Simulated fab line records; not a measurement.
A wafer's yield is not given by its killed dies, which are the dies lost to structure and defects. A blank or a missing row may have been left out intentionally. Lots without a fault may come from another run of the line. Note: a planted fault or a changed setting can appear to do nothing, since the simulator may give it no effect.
Chamber matching | flow nand_harc | rie_diel-03 running NHARC_A_M1_STRIP_18: 4 sister chambers
The step strips in N2/H2. 8 wafers are shown with their chamber, then 7 later ones without.

## WAFERS PAIRED WITH THEIR CHAMBERS
wafer  | chamber | drypump_motor_current_A (A) | n2_flow_sccm (sccm)
L484.1 | 1       | 5.3                         | 150.4
L483.1 | 2       | 5.8                         | 150.5
L487.1 | 1       | 5.3                         | 150.0
L487.3 | 2       | 5.9                         | 150.6
L498.5 | 3       | 6.0                         | 149.8
L498.6 | 0       | 5.5                         | 149.4
L497.2 | 0       | 5.6                         | 149.1
L497.5 | 3       | 6.0                         | 149.5

## WAFERS MISSING THEIR CHAMBER
wafer  | drypump_motor_current_A (A) | n2_flow_sccm (sccm)
L497.6 | 5.9                         | 149.7
L500.1 | 5.9                         | 149.8
L500.4 | 6.1                         | 149.7
L500.6 | 5.3                         | 149.7
L502.1 | 5.3                         | 150.3
L502.2 | 5.5                         | 150.4
L502.4 | 5.8                         | 150.1

## EACH ONE'S CHAMBER
wafer  | from the rows above     | in truth
L497.6 | 3                       | 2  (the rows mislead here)
L500.1 | can't be placed: 3 or 2 | 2
L500.4 | 3                       | 3
L500.6 | 1                       | 1
L502.1 | 1                       | 1
L502.2 | can't be placed: 1 or 0 | 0
L502.4 | 2                       | 2
4 of 7 placed correctly. These rows do not allow placing 2 (true chamber among the candidates in 2). Number placed wrongly: 1.
How it was worked out, from the rows above alone: a wafer's distance from a chamber is the root of the sum, over the readings, of the square of ((its reading less the chamber's mean) divided by the reading's scatter). The wafer belongs to the nearest chamber; if the next one is less than 2 further off, it can't be placed. For every chamber, the mean is computed from those of its wafers that are shown. The scatter: the root of (the sum of the squares of (reading less its chamber's mean) over the shown wafers, divided by (wafers less chambers)).
